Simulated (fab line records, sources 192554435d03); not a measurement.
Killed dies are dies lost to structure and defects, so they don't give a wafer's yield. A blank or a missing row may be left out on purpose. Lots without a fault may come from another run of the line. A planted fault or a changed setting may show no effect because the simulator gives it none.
fab line records | flow n5_finfet
record lots=15 wafers=42 last_day=17
route steps=1938 shown SD_EPI_P@301
lots that met no fault: from a run of the same line without faults
start_h: hours from the record's first day to the start of the lot's first wafer shown | wait_h: hours since the lot's step before | " the same as in the row above | L1.1+2: a row that stands for several wafers | - no value, or no start given | * or withheld: withheld | < > ~ a bound
route shown NAME@n: a module of which the file shows steps, and the number in the route of the first | usual: mean/standard deviation of fault-free wafers | same: alike in all rows | chamber/n: place in a boat | sites: the reading at each site | _std_site: their standard deviation | _edge_site: outer sites' mean less inner sites' | radius_mm: how far each site lies from the wafer's centre | mask NAME#n: copy n | behind: the tool/chamber that last shaped the wafer | hold: why the lot was held/for how many hours/how that ended | device: the transistor (n, p or np) that didn't switch | end of line: the same wafers' tests at the end of the route | a step without rows: its recipe alone | killed: dies lost to structure and defects at the first sort, not the wafer's yield | map: a wafer's dies, x killed, . not, _ none there
set.NAME: the setting as run; set.NAME@STEP: as run at that earlier step | model.NAME: the simulator's own value behind a step, which no gauge read
steps of the route over a sample of lots; a table a step, a row a wafer
services: from which hour (start_h, from the record's first day; less than 0 if before it) a tool's chamber was out of use, for how many hours, and why
## steps
# step N5_SD_EPI_P_PEB_07
# recipe peb_temp_c=110 peb_time_s=60 resist=CAR-ArF-block
# usual chill_plate_temp_C=22.96/0.11 exhaust_pa=44.8/0.79
# columns lot.wafer tool chamber start_h wait_h chill_plate_temp_C exhaust_pa
L919.2 litho_track-01 0 53.84 0.0 22.98 44.9
L919.4 " 0 " " 22.89 45.7
L919.5 " 0 " " 23.05 44.3
L922.2 litho_track-01 0 73.87 0.0 22.81 46.8
L922.3 " 0 " " 23.15 45.3
L922.6 " 0 " " 23.01 46.9
L923.2 litho_track-01 0 77.75 0.0 23.09 43.8
L923.3 " 0 " " 23.16 44.3
L923.5 " 0 " " 22.98 44.7
L926.2 litho_track-04 0 97.30 0.0 22.83 43.8
L926.3 " 0 " " 22.82 44.8
L926.4 " 0 " " 22.82 44.8
L927.1 litho_track-04 0 102.92 0.1 23.03 45.3
L927.2 " 0 " " 23.03 45.4
L929.1 litho_track-04 0 116.73 0.1 22.95 44.4
L929.5 " 0 " " 22.98 44.9
L929.6 " 0 " " 23.16 44.9
L930.4 litho_track-04 0 121.03 0.0 23.24 44.2
L930.5 " 0 " " 23.17 45.0
L930.6 " 0 " " 22.96 43.6
L931.1 litho_track-01 - 128.37 0.1 - -
L931.3 " - " " - -
L931.4 " - " " - -
L932.2 litho_track-03 - 132.42 0.0 - -
L932.5 " - " " - -
L932.6 " - " " - -
L933.1 litho_track-01 - 137.07 0.1 - -
L933.2 " - " " - -
L933.6 " - " " - -
L934.1 litho_track-04 0 142.81 0.1 23.00 44.1
L934.3 " 0 " " 22.93 45.0
L934.5 " 0 " " 23.00 46.1
L937.1 litho_track-04 0 163.76 0.1 22.73 45.7
L937.2 " 0 " " 22.92 44.5
L937.6 " 0 " " 22.91 46.3
L938.3 litho_track-03 0 168.25 0.0 22.91 43.5
L938.4 " 0 " " 22.90 43.1
L941.1 litho_track-01 0 184.69 0.1 22.87 44.5
L941.5 " 0 " " 22.92 45.7
L942.2 litho_track-01 0 194.05 0.0 22.97 45.6
L942.3 " 0 " " 22.86 44.7
L942.6 " 0 " " 22.91 44.9
# step N5_SD_EPI_P_ETCH_36
# recipe chemistry=CF4 target=SiARC target_depth_a=455 mask_material=CAR-ArF-block time_s=75.8 ion_energy_ev=80 pressure_mtorr=40 source_w=545 bias_w=36 Ar_flow_sccm=100 cf4_flow_sccm=100 ends=cleared
# usual drypump_motor_current_A=5.8/0.33 etch_rf_on_time_s=76.4/1.9 oes_product_au=0.70/0.07 rf_vpp_V=184.3/1.2 showerhead_plenum_p_Torr=2.16/0.083 throttle_valve_pct=15.50/0.22
# columns lot.wafer tool chamber start_h wait_h drypump_motor_current_A etch_rf_on_time_s oes_product_au rf_hours_counter_h rf_vpp_V showerhead_plenum_p_Torr throttle_valve_pct
L919.2 rie_diel-02 3 54.03 0.0 5.8 75.3 0.76 31 184.9 2.29 15.14
L919.4 " 0 " " 5.1 75.1 0.66 121 184.1 2.25 15.80
L919.5 " 1 " " 5.7 75.6 0.83 - 185.8 2.28 15.19
L922.2 rie_diel-04 0 74.21 0.0 5.6 79.4 0.59 236 183.4 2.10 15.62
L922.3 " 2 " " 5.3 73.7 0.75 60 183.4 2.08 15.60
L922.6 " 0 " " 5.6 80.0 0.58 - 183.4 2.10 15.63
L923.2 rie_diel-06 3 78.08 0.0 5.6 77.4 0.67 133 185.6 2.22 15.45
L923.3 " 0 " " 5.6 79.0 0.63 168 182.4 2.05 15.65
L923.5 " 1 " " 6.2 75.2 0.79 - 182.5 2.10 15.21
L926.2 rie_diel-02 2 97.49 0.0 6.5 76.9 0.70 54 184.4 2.08 15.79
L926.3 " 3 " " 5.8 73.4 0.75 47 185.4 2.28 15.18
L926.4 " 0 " " 5.1 74.3 0.66 130 185.8 2.25 15.82
L927.1 rie_diel-04 0 103.20 0.0 5.6 79.8 0.57 248 185.0 2.10 15.64
L927.2 " 3 " " 6.0 74.2 0.85 0 184.8 2.19 15.54
L929.1 rie_diel-06 1 116.92 0.0 6.2 75.0 0.77 30 183.2 2.10 15.23
L929.5 " 2 " " 6.0 77.6 0.73 - 185.3 2.26 15.32
L929.6 " 3 " " 5.6 76.6 0.66 - 184.3 2.21 15.44
L930.4 rie_diel-02 0 121.33 0.0 5.1 73.2 0.66 138 185.5 2.25 15.83
L930.5 " 1 " " 5.6 75.7 0.79 - 185.1 2.27 15.22
L930.6 " 0 " " 5.1 73.5 0.66 - 186.5 2.25 15.83
L931.1 rie_diel-02 0 128.81 0.0 5.1 74.0 0.66 141 184.6 2.25 15.83
L931.3 " 3 " " 5.8 73.8 0.74 56 185.5 2.28 15.19
L931.4 " 2 " " 6.5 76.6 0.70 63 183.2 2.07 15.80
L932.2 rie_diel-06 3 132.61 0.0 5.6 77.2 0.65 147 185.7 2.21 15.46
L932.5 " 1 " " 6.2 75.0 0.77 - 184.1 2.10 15.23
L932.6 " 2 " " 6.0 77.6 0.71 - 183.1 2.25 15.35
L933.1 rie_diel-04 1 137.26 0.0 5.5 78.5 0.60 198 186.4 2.14 15.74
L933.2 " 2 " " 5.3 74.1 0.72 80 184.1 2.07 15.62
L933.6 " 2 " " 5.3 74.8 0.72 - 183.6 2.07 15.63
L934.1 rie_diel-06 0 143.28 0.0 5.6 79.3 0.61 186 183.4 2.04 15.67
L934.3 " 2 " " 6.0 78.1 0.71 69 186.3 2.25 15.36
L934.5 " 2 " " 6.0 78.6 0.71 - 185.4 2.25 15.36
L937.1 rie_diel-02 1 163.95 0.0 5.6 75.3 0.77 39 184.9 2.27 15.25
L937.2 " 3 " " 5.8 73.3 0.72 68 185.7 2.28 15.23
L937.6 " 1 " " 5.6 74.8 0.78 - 186.0 2.27 15.25
L938.3 rie_diel-06 1 168.44 0.0 6.2 74.0 0.74 47 183.1 2.09 15.26
L938.4 " 0 " " 5.6 78.4 0.61 194 184.5 2.04 15.69
L941.1 rie_diel-06 0 184.89 0.0 5.6 79.3 0.60 199 182.0 2.04 15.70
L941.5 " 2 " " 6.0 77.8 0.70 - 185.1 2.25 15.39
L942.2 rie_diel-06 0 194.24 0.0 5.6 79.7 0.60 202 182.9 2.04 15.71
L942.3 " 3 " " 5.6 78.3 0.63 166 185.2 2.20 15.49
L942.6 " 1 " " 6.2 75.9 0.74 - 182.7 2.09 15.26
# step N5_SD_EPI_P_ETCHBACK_46
# recipe chemistry=CH3F/O2 mode=anisotropic_etchback target=SiNx target_depth_a=175 stop_on=SiO2 over_etch_frac=0.3 ion_energy_ev=120 pressure_mtorr=30 source_w=395 bias_w=73 Ar_flow_sccm=150 CH3F_flow_sccm=30 O2_flow_sccm=20
# usual drypump_motor_current_A=5.8/0.34 oes_product_au=0.70/0.063 rf_vpp_V=297/4.1 showerhead_plenum_p_Torr=2.02/0.082 throttle_valve_pct=16.25/0.22
# columns lot.wafer tool chamber start_h wait_h drypump_motor_current_A oes_product_au rf_hours_counter_h rf_vpp_V showerhead_plenum_p_Torr throttle_valve_pct
L919.2 rie_diel-02 3 54.41 0.0 5.9 0.76 31 298 2.14 15.86
L919.4 " 0 " " 5.1 0.66 122 299 2.12 16.62
L919.5 " 1 " " 5.6 0.83 - 291 2.14 15.95
L922.2 rie_diel-04 0 74.59 0.0 5.7 0.60 237 300 1.96 16.36
L922.3 " 2 " " 5.3 0.73 60 294 1.94 16.35
L922.6 " 0 " " 5.6 0.59 - 298 1.96 16.37
L923.2 rie_diel-06 3 78.46 0.0 5.6 0.67 133 302 2.08 16.21
L923.3 " 0 " " 5.6 0.65 168 295 1.91 16.40
L923.5 " 1 " " 6.2 0.78 - 292 1.96 15.94
L926.2 rie_diel-02 2 97.87 0.0 6.5 0.71 55 293 1.94 16.56
L926.3 " 3 " " 5.9 0.74 47 297 2.14 15.89
L926.4 " 0 " " 5.1 0.66 130 298 2.11 16.62
L927.1 rie_diel-04 0 103.58 0.0 5.6 0.59 248 299 1.96 16.39
L927.2 " 3 " " 6.0 0.84 1 292 2.04 16.28
L929.1 rie_diel-06 1 117.30 0.0 6.2 0.76 30 292 1.96 15.97
L929.5 " 2 " " 6.0 0.73 - 300 2.11 16.11
L929.6 " 3 " " 5.6 0.66 - 304 2.08 16.22
L930.4 rie_diel-02 0 121.71 0.0 5.1 0.65 139 299 2.11 16.64
L930.5 " 1 " " 5.6 0.78 - 292 2.13 15.99
L930.6 " 0 " " 5.1 0.65 - 299 2.11 16.64
L931.1 rie_diel-02 0 129.19 0.0 5.1 0.65 141 299 2.11 16.64
L931.3 " 3 " " 5.8 0.73 57 297 2.13 15.90
L931.4 " 2 " " 6.5 0.70 63 293 1.93 16.57
L932.2 rie_diel-06 3 132.99 0.0 5.6 0.66 147 302 2.07 16.22
L932.5 " 1 " " 6.2 0.74 - 293 1.96 15.99
L932.6 " 2 " " 6.0 0.72 - 301 2.11 16.11
L933.1 rie_diel-04 1 137.64 0.0 5.5 0.61 198 301 1.99 16.44
L933.2 " 2 " " 5.4 0.72 80 294 1.93 16.39
L933.6 " 2 " " 5.3 0.72 - 295 1.93 16.39
L934.1 rie_diel-06 0 143.66 0.0 5.6 0.63 187 295 1.90 16.44
L934.3 " 2 " " 6.0 0.72 69 300 2.11 16.12
L934.5 " 2 " " 6.0 0.72 - 300 2.11 16.10
L937.1 rie_diel-02 1 164.33 0.0 5.7 0.77 39 291 2.12 15.99
L937.2 " 3 " " 5.9 0.72 68 296 2.13 15.91
L937.6 " 1 " " 5.7 0.77 - 292 2.12 16.01
L938.3 rie_diel-06 1 168.82 0.0 6.2 0.74 47 293 1.95 16.02
L938.4 " 0 " " 5.6 0.63 194 294 1.90 16.44
L941.1 rie_diel-06 0 185.27 0.0 5.6 0.63 199 296 1.90 16.46
L941.5 " 2 " " 6.0 0.71 - 300 2.11 16.14
L942.2 rie_diel-06 0 194.62 0.0 5.6 0.63 203 294 1.90 16.47
L942.3 " 3 " " 5.7 0.65 166 302 2.07 16.26
L942.6 " 1 " " 6.2 0.74 - 292 1.95 16.03
# step N5_SD_EPI_P_ETCH_16
# recipe chemistry=CHF3/O2 target=SiO2 target_depth_a=50 mask_material=SOC pressure_mtorr=30 source_w=650 bias_w=170 Ar_flow_sccm=200 CHF3_flow_sccm=50 O2_flow_sccm=5 ion_energy_ev=200
# usual drypump_motor_current_A=5.8/0.33 oes_product_au=0.82/0.079 rf_vpp_V=523/7.2 showerhead_plenum_p_Torr=2.43/0.095 throttle_valve_pct=18.80/0.22
# columns lot.wafer tool chamber start_h wait_h drypump_motor_current_A oes_product_au rf_hours_counter_h rf_vpp_V showerhead_plenum_p_Torr throttle_valve_pct
L919.2 rie_diel-02 3 54.61 0.1 5.9 0.89 31 521 2.57 18.42
L919.4 " 0 " " 5.1 0.79 122 525 2.54 19.17
L919.5 " 1 " " 5.6 0.97 - 514 2.56 18.51
L922.2 rie_diel-04 0 74.79 0.1 5.6 0.68 237 529 2.36 18.85
L922.3 " 2 " " 5.4 0.86 60 520 2.34 18.92
L922.6 " 0 " " 5.6 0.68 - 529 2.36 18.84
L923.2 rie_diel-06 3 78.66 0.1 5.6 0.77 133 534 2.50 18.73
L923.3 " 0 " " 5.6 0.74 168 521 2.30 18.93
L923.5 " 1 " " 6.2 0.91 - 514 2.37 18.52
L926.2 rie_diel-02 2 98.07 0.1 6.5 0.83 55 515 2.33 19.13
L926.3 " 3 " " 5.8 0.88 47 521 2.57 18.43
L926.4 " 0 " " 5.1 0.78 130 527 2.54 19.17
L927.1 rie_diel-04 0 103.78 0.1 5.7 0.68 248 530 2.36 18.88
L927.2 " 3 " " 6.0 0.99 1 514 2.46 18.91
L929.1 rie_diel-06 1 117.50 0.1 6.2 0.89 30 515 2.36 18.53
L929.5 " 2 " " 6.0 0.85 - 529 2.54 18.66
L929.6 " 3 " " 5.6 0.77 - 536 2.50 18.73
L930.4 rie_diel-02 0 121.91 0.1 5.1 0.77 139 527 2.54 19.19
L930.5 " 1 " " 5.6 0.93 - 514 2.56 18.54
L930.6 " 0 " " 5.1 0.78 - 526 2.54 19.19
L931.1 rie_diel-02 0 129.39 0.1 5.1 0.77 141 525 2.54 19.20
L931.3 " 3 " " 5.9 0.86 57 522 2.56 18.44
L931.4 " 2 " " 6.5 0.81 64 516 2.33 19.13
L932.2 rie_diel-06 3 133.19 0.1 5.6 0.77 147 533 2.49 18.75
L932.5 " 1 " " 6.2 0.87 - 514 2.36 18.53
L932.6 " 2 " " 6.0 0.83 - 527 2.54 18.67
L933.1 rie_diel-04 1 137.84 0.1 5.5 0.71 198 529 2.40 18.94
L933.2 " 2 " " 5.4 0.84 80 519 2.34 18.96
L933.6 " 2 " " 5.4 0.84 - 519 2.34 18.96
L934.1 rie_diel-06 0 143.86 0.1 5.6 0.73 187 522 2.30 18.96
L934.3 " 2 " " 6.0 0.83 69 528 2.54 18.67
L934.5 " 2 " " 6.0 0.83 - 529 2.54 18.68
L937.1 rie_diel-02 1 164.53 0.1 5.6 0.90 39 515 2.55 18.55
L937.2 " 3 " " 5.8 0.84 68 522 2.56 18.47
L937.6 " 1 " " 5.6 0.90 - 514 2.55 18.55
L938.3 rie_diel-06 1 169.02 0.1 6.2 0.87 47 515 2.36 18.56
L938.4 " 0 " " 5.6 0.72 194 522 2.29 18.97
L941.1 rie_diel-06 0 185.47 0.1 5.6 0.72 199 520 2.29 19.00
L941.5 " 2 " " 6.0 0.82 - 528 2.53 18.69
L942.2 rie_diel-06 0 194.82 0.1 5.6 0.72 203 522 2.29 18.99
L942.3 " 3 " " 5.6 0.75 166 535 2.49 18.77
L942.6 " 1 " " 6.1 0.85 - 515 2.35 18.56
## services
# columns tool chamber start_h hours kind
rie_diel-04 - 41.41 0.5 repair
rie_diel-04 3 42.13 4.5 repair
rie_diel-04 1 53.27 13.5 repair
litho_track-04 - 59.36 - consumable_replace:filter
rie_diel-04 3 67.02 - clean
rie_diel-04 3 67.02 - consumable_replace:focus_ring
rie_diel-04 3 67.02 34.7 scheduled_down
rie_diel-04 3 67.02 34.7 vent_cycle
litho_track-03 - 71.85 - consumable_replace:filter
rie_diel-02 1 80.37 7.8 repair
rie_diel-02 0 80.68 14.0 repair
rie_diel-04 2 97.38 9.7 repair
rie_diel-04 0 107.21 - clean
rie_diel-04 0 107.21 - consumable_replace:focus_ring
rie_diel-04 0 107.21 27.2 scheduled_down
rie_diel-04 0 107.21 27.2 vent_cycle
litho_track-03 - 115.09 - consumable_replace:filter
rie_diel-02 3 139.39 2.0 repair
rie_diel-04 3 146.43 9.5 repair
litho_track-01 - 161.72 - consumable_replace:filter
litho_track-01 - 175.14 - consumable_replace:filter
rie_diel-06 1 181.26 7.0 repair
rie_diel-06 2 187.71 4.6 repair
## key
first_sign step=N5_SD_EPI_P_PEB_07 reading=tool_record direction=missing
effect none on later readings
met_at N5_SD_EPI_P_PEB_07
struck_lots L931,L932,L933
later_rows_left_out L931.1,L931.3,L931.4,L932.2,L932.5,L932.6,L933.1,L933.2,L933.6
sort_left_out L931.1,L931.3,L931.4,L932.2,L932.5,L932.6,L933.1,L933.2,L933.6
tester_left_out L931,L932,L933
not_acting_at N5_SD_EPI_P_ETCH_36,N5_SD_EPI_P_ETCHBACK_46,N5_SD_EPI_P_ETCH_16
onset_between 77.75 128.37
fault kind=skipped_step_whole tool=litho_track-01,litho_track-03 chamber=- onset_h=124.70 steps=N5_SD_EPI_P_PEB_07 scope=struck_lots_only
# tester_left_out: of these lots the tester's yield and bins aren't shown, on N5 and GAA mostly nor the transistor test; their killed dies are dies lost to structure and defects alone, not to doping, threshold or leakage, so they don't give the yield
# sort_left_out: the simulated sort isn't trusted on such a fault, so these wafers' sort isn't shown, and their yield isn't known
# later_rows_left_out: the simulator's readings of these wafers behind a module that went badly wrong aren't trusted and aren't shown, but for the sort
